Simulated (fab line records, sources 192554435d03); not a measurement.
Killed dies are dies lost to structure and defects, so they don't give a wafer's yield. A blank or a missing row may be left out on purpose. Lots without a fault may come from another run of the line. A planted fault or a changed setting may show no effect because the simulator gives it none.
Problem report in the 8D (eight disciplines) form, filled by code | flow n5_finfet | the parts of the form that need people (team, actions taken, sign-off) are left out

1. THE PROBLEM
killed_at_M4_up at N5_PASSIVATION_PROBE_49 reads a mean of 139 on 2 wafers of 2 lots; wafers without a fault read 14 with a standard deviation of 5.5. That is +23 standard deviations from the usual mean.
First seen on wafer L776.1, day 15 00:20, on prober-02. The record holds 9 wafers of 3 lots with a number at this step. Rule for "out", or "out of limits": more than 4 standard deviations from the usual mean. The other wafers with a number count as sound.

2. WHAT IT IS AND WHAT IT IS NOT
question                    | is                                                                                                   | is not
which readings at this step | killed_at_M4_up, defect_limited_yield, killed_dies, sort_bin_5_function, sort_n_pass, sort_yield_pct | killed_at_M0_to_M3, killed_at_contacts, killed_at_front_end, killed_at_other, killed_on_rim, killed_open, killed_short, sort_bin_6_memory, sort_bin_8_speed
which lots                  | L776, L777                                                                                           | L786
which wafers of those lots  | L776.1, L777.3                                                                                       | L776.3, L776.5, L777.4, L777.6
read on which tools         | prober-02                                                                                            | prober-01
when                        | from day 15 00:20                                                                                    | up to then (0 sound wafers); but 7 sound wafers of L776, L777, L786 came after

3. SUSPECTS, AND WHAT RULES EACH OUT
Counting: a tool at a process step up to the reading stays a suspect if it ran every lot that is out. Sound lots after the first of them don't rule it out here, since some wafers of a struck lot are sound.
- pvd_sputter-01 at N5_BEOL_M12_SPUTTER_43 (material TaN, target thk 15 nm, time 24.19 s): kept. It ran every lot that is out, first L776 (day 13 13:06).
- pvd_sputter-03 at N5_PASSIVATION_PRE_CLEAN_19: kept. It ran every lot that is out, first L776 (day 14 17:47).
- prober-02 at N5_PASSIVATION_PROBE_49: kept. It ran every lot that is out, first L776 (day 15 00:20). Its own readings are out on those wafers: defect_limited_yield, killed_at_M4_up, killed_dies, sort_bin_5_function, sort_n_pass, sort_yield_pct.
Left after counting: pvd_sputter-01 at N5_BEOL_M12_SPUTTER_43, pvd_sputter-03 at N5_PASSIVATION_PRE_CLEAN_19, prober-02 at N5_PASSIVATION_PROBE_49.

4. THE CAUSE (what the simulator had put in)
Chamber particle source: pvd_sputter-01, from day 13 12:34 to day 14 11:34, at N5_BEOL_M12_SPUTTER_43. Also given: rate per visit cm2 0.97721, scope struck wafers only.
Counting left 3 suspects, and this tool is among them.

5. THE CHAIN OF EFFECTS, in route order
Each row: a reading whose mean over the struck wafers that have a number lies more than 3 standard deviations from the usual. Only readings for which the record gives a usual standard deviation are gone through. hours: the time from each lot's start at the first step in this table that gives one to its start at this step, as a median over the lots. sigmas: the change in usual standard deviations.
hours | step                    | reading              | usual  | on struck wafers | change | sigmas
0     | N5_PASSIVATION_PROBE_49 | defect_limited_yield | 91.3 % | 80.7             | -10.6  | -6.3
0     | N5_PASSIVATION_PROBE_49 | killed_at_M4_up      | 14     | 139              | +125   | +23
0     | N5_PASSIVATION_PROBE_49 | killed_dies          | 103    | 228              | +125   | +6.2
0     | N5_PASSIVATION_PROBE_49 | sort_bin_5_function  | 5.1 %  | 12.3             | +7.2   | +6.6
0     | N5_PASSIVATION_PROBE_49 | sort_n_pass          | 1077   | 952              | -125   | -6.2
0     | N5_PASSIVATION_PROBE_49 | sort_yield_pct       | 91.3 % | 80.7             | -10.6  | -6.3
The process steps in it:
- N5_PASSIVATION_PROBE_49

6. WHAT WOULD HAVE CAUGHT IT SOONER
In this record the first reading out of limits was taken at day 15 00:20, 36 hours after the fault began at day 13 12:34.
Of the tool readings at N5_BEOL_M12_SPUTTER_43 for which the record gives a usual standard deviation, none was out on any struck wafer, so an alarm limit of 4 standard deviations on them would not have fired.
All the lots that are out (2) had begun N5_BEOL_M12_SPUTTER_43 on pvd_sputter-01 by day 15 00:20. A hold on the tool at that time would have spared none of them.
